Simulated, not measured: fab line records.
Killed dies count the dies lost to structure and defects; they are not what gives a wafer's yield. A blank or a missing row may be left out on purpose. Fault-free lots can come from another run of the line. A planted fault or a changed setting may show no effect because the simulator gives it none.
Chamber matching | flow n5 finfet | rie diel-02 running N5_FIN_CUT_CUT_ETCH_26: 4 sister chambers
The step etches SiNx in CH3F/O2, target depth 39 nm, time 55.7 s. 16 wafers are shown with their chamber, then 8 later ones without.

## WAFERS, EACH WITH ITS CHAMBER
wafer  | chamber | showerhead plenum p Torr (Torr) | rf vpp V (V) | CH3F_flow_sccm (sccm)
L081.2 | 1       | 2.06                            | 297.2        | 30.24
L081.5 | 2       | 2.10                            | 297.3        | 29.93
L081.6 | 1       | 2.06                            | 295.3        | 30.21
L082.2 | 2       | 2.10                            | 297.7        | 29.95
L082.3 | 1       | 2.06                            | 295.0        | 30.09
L082.5 | 0       | 1.98                            | 294.4        | 29.99
L085.2 | 2       | 2.09                            | 297.6        | 29.94
L085.3 | 3       | 1.95                            | 293.0        | 30.00
L085.4 | 0       | 1.97                            | 293.9        | 29.96
L089.2 | 3       | 1.94                            | 294.3        | 29.94
L089.3 | 2       | 2.09                            | 298.5        | 30.03
L089.5 | 1       | 2.05                            | 296.4        | 29.90
L091.1 | 1       | 2.05                            | 296.9        | 30.07
L091.3 | 3       | 1.94                            | 293.7        | 29.91
L091.6 | 0       | 1.97                            | 293.7        | 29.87
L092.1 | 0       | 1.97                            | 293.9        | 29.91

SIGNATURES (means of the wafers above)
reading                  | chamber 0 | chamber 1 | chamber 2 | chamber 3 | scatter within a chamber
showerhead plenum p Torr | 1.9725    | 2.0560    | 2.0950    | 1.9433    | 0.00549
rf vpp V                 | 293.975   | 296.160   | 297.775   | 293.667   | 0.688
CH3F_flow_sccm           | 29.9325   | 30.1020   | 29.9625   | 29.9500   | 0.0874
Rule: a wafer's distance from a chamber is the root of the sum, over the readings, of the square of ((its reading less the chamber's mean) divided by the reading's scatter). The wafer belongs to the nearest chamber; if the next one is less than 2 further off, it can't be placed. The scatter is the square root of a quotient: the sum, over the shown wafers, of each reading's squared deviation from its chamber's mean, divided by wafers minus chambers.

## WAFERS WITH NO CHAMBER GIVEN
wafer  | showerhead plenum p Torr (Torr) | rf vpp V (V) | CH3F_flow_sccm (sccm)
L092.2 | 1.94                            | 294.9        | 30.09
L092.6 | 1.94                            | 293.5        | 30.07
L094.1 | 1.94                            | 293.8        | 29.81
L094.2 | 2.09                            | 299.0        | 30.00
L094.3 | 1.97                            | 293.6        | 30.11
L095.4 | 2.09                            | 298.1        | 30.01
L095.5 | 1.97                            | 293.9        | 29.95
L095.6 | 2.05                            | 295.8        | 29.96

## CHAMBER TAKEN BY EACH
wafer  | from the rows above | in truth
L092.2 | 3                   | 3
L092.6 | 3                   | 3
L094.1 | 3                   | 3
L094.2 | 2                   | 2
L094.3 | 0                   | 0
L095.4 | 2                   | 2
L095.5 | 0                   | 0
L095.6 | 1                   | 1
Correct placement for 8 of the 8. Not placeable from these rows: 0. Number placed wrongly: 0.
